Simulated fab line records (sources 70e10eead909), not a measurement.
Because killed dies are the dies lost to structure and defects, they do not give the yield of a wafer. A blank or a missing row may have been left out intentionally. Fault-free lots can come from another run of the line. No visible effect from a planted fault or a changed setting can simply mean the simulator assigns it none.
Which of the tools did it? | flow nandHarc | 41 wafers from 14 lots sampled at 4 of the route's 1302 steps

## WHAT EACH GAUGE READ, for each wafer
NHARC_A_ONON_D2_THK_MEAS_18: measures by ellipsometry. Usual: thkNm at 1002 nm, with a standard deviation of 12.
lot  | measured     | on           | thkNm (nm)     | flag
L496 | day 12 12:52 | filmMetro-01 | 1003 1002 1000 | 
L497 | day 12 21:54 | filmMetro-01 | 1015 1016 1017 | 
L500 | day 14 03:53 | filmMetro-01 | 1806 1021      | OFF
L501 | day 14 14:11 | filmMetro-02 | 1799 1014 1013 | OFF
L509 | day 18 00:08 | filmMetro-01 | 1002 1002 1004 | 
L510 | day 19 11:08 | filmMetro-01 | 983 983 984    | 
L512 | day 19 20:48 | filmMetro-02 | 994 995 996    | 
L513 | day 19 20:48 | filmMetro-01 | 999 998 1000   | 
L514 | day 20 04:46 | filmMetro-01 | 1006 1005 1006 | 
L515 | day 20 20:16 | filmMetro-02 | 1006 1004 1004 | 
L516 | day 21 15:38 | filmMetro-02 | 1004 1004 1002 | 
L517 | day 21 15:38 | filmMetro-01 | 1010 1011 1013 | 
L518 | day 22 04:06 | filmMetro-02 | 1011 1013 1013 | 
L519 | day 22 18:37 | filmMetro-01 | 1015 1014 1014 | 

NHARC_END_SORT_01. Usual: killedAtArray 59, standard deviation 17; killedAtOther 0.7, standard deviation 0.9; killedAtPeriphery 3.6, standard deviation 2.3; killedDies 63, standard deviation 18; killedOpen 3.4, standard deviation 1.9; killedShort 2.6, standard deviation 1.7.
lot  | measured     | on        | killedAtArray | killedAtOther | killedAtPeriphery | killedDies | killedOpen | killedShort | flag
L500 | day 25 17:41 | prober-02 | 674 51        | 0 0           | 3 4               | 677 55     | 4 5        | 1 5         | OFF
L501 | day 25 22:58 | prober-01 | 674 86 63     | 1 2 2         | 2 1 0             | 677 89 65  | 3 3 2      | 4 9 0       | OFF
L510 | day 30 09:19 | prober-02 | 69 76 92      | 0 0 0         | 2 5 4             | 71 81 96   | 3 2 2      | 0 1 6       | 
L512 | day 32 00:22 | prober-01 | 50 57 46      | 0 0 0         | 7 6 8             | 57 63 54   | 3 4 4      | 2 4 4       | 

## EACH LOT AND THE TOOL THAT RAN IT (in order: tool; ch and the chambers of the sampled wafers; start)
lot  | NHARC_A_DECK1_JOINT_ETCHBACK_00 | NHARC_A_ONON_D2_DEP_16
L496 | rieSi-03 ch 0,2,3, day 11 05:02 | pecvdOnon-03 ch 0, day 12 12:25
L497 | rieSi-01 ch 0,1, day 11 11:37   | pecvdOnon-03 ch 0, day 12 21:26
L500 | rieSi-04 ch 2,3, day 12 21:28   | pecvdOnon-03 ch 0, day 14 03:26
L501 | rieSi-04 ch 0,1,3, day 13 02:43 | pecvdOnon-03 ch 0, day 14 13:43
L509 | rieSi-03 ch 0,1,2, day 16 16:14 | pecvdOnon-03 ch 0, day 17 23:41
L510 | rieSi-01 ch 0,1,2, day 17 18:41 | pecvdOnon-03 ch 0, day 19 10:41
L512 | rieSi-01 ch 1,2,3, day 18 02:35 | pecvdOnon-03 ch 0, day 19 20:17
L513 | rieSi-04 ch 1,3, day 18 10:39   | pecvdOnon-02 ch 0, day 19 20:20
L514 | rieSi-03 ch 2,3, day 18 20:18   | pecvdOnon-03 ch 0, day 20 04:15
L515 | rieSi-04 ch 0,2,3, day 19 11:56 | pecvdOnon-03 ch 0, day 20 19:49
L516 | rieSi-01 ch 0,1,3, day 19 22:32 | pecvdOnon-02 ch 0, day 21 15:11
L517 | rieSi-03 ch 1,2,3, day 20 06:08 | pecvdOnon-03 ch 0, day 21 15:08
L518 | rieSi-01 ch 0,1,3, day 20 14:25 | pecvdOnon-03 ch 0, day 22 03:35
L519 | rieSi-03 ch 2,3, day 21 10:37   | pecvdOnon-03 ch 0, day 22 18:05
- NHARC_A_DECK1_JOINT_ETCHBACK_00: etches the open film in HBr, target depth 30 nm, time 17.4 s.
- NHARC_A_ONON_D2_DEP_16: target thk 1000 nm.

## WHAT THE TOOLS THEMSELVES READ (means of the sampled wafers that have a number; where no wafer has one, the mark that the record gives instead)
NHARC_A_DECK1_JOINT_ETCHBACK_00. Usual: chamberPressureMTorr 14.999 mTorr, standard deviation 0.013; drypumpMotorCurrentA 5.6 A, standard deviation 0.48; oesProductAu 1.002 a.u., standard deviation 0.007; throttleValvePct 23.266 %, standard deviation 0.0092.
lot  | tool     | chamberPressureMTorr (mTorr) | drypumpMotorCurrentA (A) | oesProductAu (a.u.) | throttleValvePct (%) | flag
L496 | rieSi-03 | 15.001                       | 5.4                      | 1.009               | 23.258               | 
L497 | rieSi-01 | 15.005                       | 5.5                      | 0.997               | 23.271               | 
L500 | rieSi-04 | 15.009                       | 5.9                      | 0.996               | 23.277               | 
L501 | rieSi-04 | 14.993                       | 5.4                      | 1.000               | 23.268               | 
L509 | rieSi-03 | 14.986                       | 5.3                      | 1.010               | 23.267               | 
L510 | rieSi-01 | 15.002                       | 5.7                      | 1.007               | 23.265               | 
L512 | rieSi-01 | 14.994                       | 5.4                      | 1.000               | 23.266               | 
L513 | rieSi-04 | 14.992                       | 5.2                      | 1.002               | 23.269               | 
L514 | rieSi-03 | 15.008                       | 5.6                      | 1.001               | 23.266               | 
L515 | rieSi-04 | 15.006                       | 6.0                      | 1.003               | 23.271               | 
L516 | rieSi-01 | 15.003                       | 5.7                      | 1.011               | 23.262               | 
L517 | rieSi-03 | 15.008                       | 5.5                      | 1.001               | 23.263               | 
L518 | rieSi-01 | 15.004                       | 5.7                      | 0.996               | 23.271               | 
L519 | rieSi-03 | 14.999                       | 5.5                      | 1.002               | 23.268               | 

## THE ANSWER, worked out from the rows above alone
Rule: a lot is off if the mean of its wafers that have a number lies more than 3 standard deviations from the usual mean. Also off: a lot with no number at a reading for which 4 or more lots have one. Any other lot the step has rows for is counted as sound. Order of review: gauges by route order, followed by the tools' own readings, for which a lot's mean as printed above is used. The first step at which some lot is off is used, and at that step the reading that is off furthest; a lot without a number counts as furthest.
Off at NHARC_A_ONON_D2_THK_MEAS_18 (thkNm): L500, L501.
A tool fits if, at a process step before that reading, it ran every lot that is off, and no sound lot after the first of them. The gauges at NHARC_A_ONON_D2_THK_MEAS_18 aren't tried: what is off there is off at NHARC_END_SORT_01 too, on other tools, and a gauge's error can't cause that. Of those tried, none fits.

## WHAT WAS PUT IN BY THE SIMULATOR
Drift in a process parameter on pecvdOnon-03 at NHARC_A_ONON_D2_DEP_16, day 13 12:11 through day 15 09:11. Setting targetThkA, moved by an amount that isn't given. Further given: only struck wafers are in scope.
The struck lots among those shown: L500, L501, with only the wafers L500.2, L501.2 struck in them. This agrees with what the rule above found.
